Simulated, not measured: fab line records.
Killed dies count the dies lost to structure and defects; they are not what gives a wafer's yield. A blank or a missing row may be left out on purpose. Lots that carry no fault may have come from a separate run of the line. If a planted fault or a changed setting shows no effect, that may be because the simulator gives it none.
Chamber matching ; flow nandHarc ; 4 sister chambers for NHARC_P_M0_ETCH_34 on rieDiel-04
The step etches the open film in N2/H2, target depth 40 nm, overetch 12 nm, time 43.94 s. 16 wafers are shown with their chamber, then 8 later ones without.

## EACH WAFER AND ITS CHAMBER
wafer;chamber;drypumpMotorCurrentA (A);showerheadPlenumPTorr (Torr);oesProductAu (a.u.)
L076.4;3;5.6;2.16;0.989
L076.5;1;5.8;2.15;1.017
L076.6;2;5.0;2.09;0.990
L081.2;1;5.8;2.14;1.009
L081.3;0;5.9;2.12;1.007
L081.6;2;5.0;2.08;0.979
L081.1;3;5.6;2.15;1.000
L081.4;2;5.0;2.08;0.987
L081.5;1;5.8;2.14;1.007
L083.2;1;5.9;2.14;1.018
L083.3;0;5.9;2.12;1.000
L083.6;1;5.9;2.14;1.013
L088.1;2;5.0;2.07;0.981
L088.3;1;5.9;2.13;1.004
L088.4;3;5.6;2.14;1.009
L093.2;3;5.6;2.13;1.004

SIGNATURES (averages over the wafers above)
reading;chamber 0;chamber 1;chamber 2;chamber 3;scatter within a chamber
drypumpMotorCurrentA;5.900;5.850;5.000;5.600;0.0354
showerheadPlenumPTorr;2.1200;2.1400;2.0800;2.1450;0.00866
oesProductAu;1.00350;1.01133;0.98425;1.00050;0.00631
Rule: for each reading, subtract the chamber's mean from the wafer's reading, divide by that reading's scatter and square the result; add these up over the readings and take the root, which gives the wafer's distance from the chamber. If the next closest chamber is less than 2 further off than the closest, the wafer can't be placed; otherwise it belongs to the closest. The scatter is the square root of a quotient: the sum, over the shown wafers, of each reading's squared deviation from its chamber's mean, divided by wafers minus chambers.

## WAFERS WITHOUT THEIR CHAMBER
wafer;drypumpMotorCurrentA (A);showerheadPlenumPTorr (Torr);oesProductAu (a.u.)
L093.4;5.0;2.06;0.995
L093.6;5.9;2.12;1.013
L094.2;5.9;2.10;1.006
L094.3;5.0;2.06;0.992
L094.5;5.6;2.13;1.013
L097.2;5.6;2.13;1.003
L097.3;5.0;2.06;1.005
L097.5;5.9;2.12;0.998

## WHICH CHAMBER EACH WENT THROUGH
wafer;from the rows above;in truth
L093.4;2;2
L093.6;can't be placed: 0 or 1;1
L094.2;0;0
L094.3;2;2
L094.5;3;3
L097.2;3;3
L097.3;2;2
L097.5;0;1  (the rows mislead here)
Correctly placed: 6 of 8. Cannot be placed on the basis of these rows: 1; the candidates contain the true chamber in 1. Wrongly placed: 1.
